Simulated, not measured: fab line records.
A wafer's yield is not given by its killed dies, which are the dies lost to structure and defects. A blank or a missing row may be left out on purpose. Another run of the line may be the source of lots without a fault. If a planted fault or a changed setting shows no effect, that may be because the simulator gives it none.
Code-filled problem report in 8D (eight disciplines) form :: flow n5Finfet :: the parts of the form that need people (team, actions taken, sign-off) are left out

## 1. THE PROBLEM
Mean of cdNm at N5_PMOS_HMC_CHANNEL_EPI_CD_MEAS_09: 341.4 nm over 3 wafers from 1 lot, against 238.3 nm (standard deviation 1) on wafers with no fault. So: +99 or more standard deviations from the usual mean.
The step: target cd 237.4 nm.
The first sign was on wafer L116.2 at day 7 11:25, on cdSem-02. The record holds 31 wafers of 11 lots with a number at this step. The rule behind "out" and "out of limits": a value lying over 4 standard deviations away from the usual mean. Any other wafer with a number is counted as sound.

## 2. WHAT IT IS; WHAT IT IS NOT
question: which readings at this step
is: cdNm
is not: -

question: which lots
is: L116
is not: L102, L103, L104, L105, L106, L107, L994, L995, L996, L997

question: which wafers of those lots
is: all that have a number
is not: -

question: read on which gauges
is: cdSem-02
is not: cdSem-01, cdSem-03

question: when
is: from day 7 11:25
is not: up to then (28 sound wafers)

## 3. WHAT RULES OUT EACH SUSPECT
Counting: a tool at any process step up to the reading remains a suspect when it ran all the lots that are out and ran no sound lot after the first of those.
- the gauge at N5_PMOS_HMC_CHANNEL_EPI_CD_MEAS_09 is ruled out. All the wafers that are out were read on cdSem-02, but those of them that N5_PMOS_HMC_CHANNEL_EPI_EXPOSE_06 has rows for are out there too, on other tools.
- pecvd-02 at N5_PMOS_HMC_CHANNEL_EPI_HM_DEP_34 (deposits SiO2 from TEOS/O2, target thk 36 nm, time 6.9 s): kept. It ran the lot that is out, L116 (day 7 11:08), and no sound lot after that; its last sound lot up to then is L105 (day 4 16:44).
- arfiScanner-01 at N5_PMOS_HMC_CHANNEL_EPI_EXPOSE_06 (exposes mask PMOS HMC BLK, target cd 240 nm): kept. It ran the lot that is out, L116 (day 7 11:18), and no sound lot after that; its last sound lot up to then is L107 (day 5 05:44). Its own exposureDoseMJCm2 readings are out on those wafers.
After counting, pecvd-02 at N5_PMOS_HMC_CHANNEL_EPI_HM_DEP_34 and arfiScanner-01 at N5_PMOS_HMC_CHANNEL_EPI_EXPOSE_06 remain.

## 4. THE CAUSE (what the simulator had put in)
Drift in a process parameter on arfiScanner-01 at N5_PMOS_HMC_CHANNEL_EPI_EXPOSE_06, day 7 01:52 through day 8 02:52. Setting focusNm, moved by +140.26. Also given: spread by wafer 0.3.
Counting left 2 suspects, and this tool is among them.

## 5. THE EFFECT CHAIN, in route order
Each row: a reading whose mean over the struck wafers that have a number lies more than 3 standard deviations from the usual. Only readings for which the record gives a usual standard deviation are gone through. hours: the time from each lot's start at the first step in this table that gives one to its start at this step, as a median over the lots. sigmas: the change in usual standard deviations.
hours: 0
step: N5_PMOS_HMC_CHANNEL_EPI_EXPOSE_06
reading: exposureDoseMJCm2
usual: 40.97
on struck wafers: 36.89
change: -4.08
sigmas: -93

hours: 0
step: N5_PMOS_HMC_CHANNEL_EPI_CD_MEAS_09
reading: cdNm
usual: 238.3 nm
on struck wafers: 341.4
change: +103.1
sigmas: +99 or more

hours: 288
step: N5_PASSIVATION_PROBE_49
reading: killedAtFrontEnd
usual: 40
on struck wafers: 828
change: +788
sigmas: +72

hours: 288
step: N5_PASSIVATION_PROBE_49
reading: killedDies
usual: 105
on struck wafers: 896
change: +791
sigmas: +49

hours: 288
step: N5_PASSIVATION_PROBE_49
reading: killedOnRim
usual: 14
on struck wafers: 108
change: +94
sigmas: +22
The process steps in it:
- N5_PMOS_HMC_CHANNEL_EPI_EXPOSE_06: exposes mask PMOS HMC BLK, target cd 240 nm.
- N5_PASSIVATION_PROBE_49
Later measuring or inspecting steps at which every struck wafer that the step has a row for has a number for every such reading, and none has moved that far: N5_FIN_SAQP_THK_MEAS_07.

## 6. HOW IT WOULD HAVE BEEN CAUGHT EARLIER
In this record the first reading out of limits at a measuring or inspecting step was taken at day 7 11:25, 10 hours after the fault began at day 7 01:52.
At N5_PMOS_HMC_CHANNEL_EPI_EXPOSE_06, the tool's own readings (exposureDoseMJCm2) were out on each struck wafer the step has a row for, so an alarm limit on them would have fired on the first such wafer.
All the lots that are out (1) had begun N5_PMOS_HMC_CHANNEL_EPI_EXPOSE_06 on arfiScanner-01 by day 7 11:25. Had the tool been put on hold then, not one of them would have been saved.
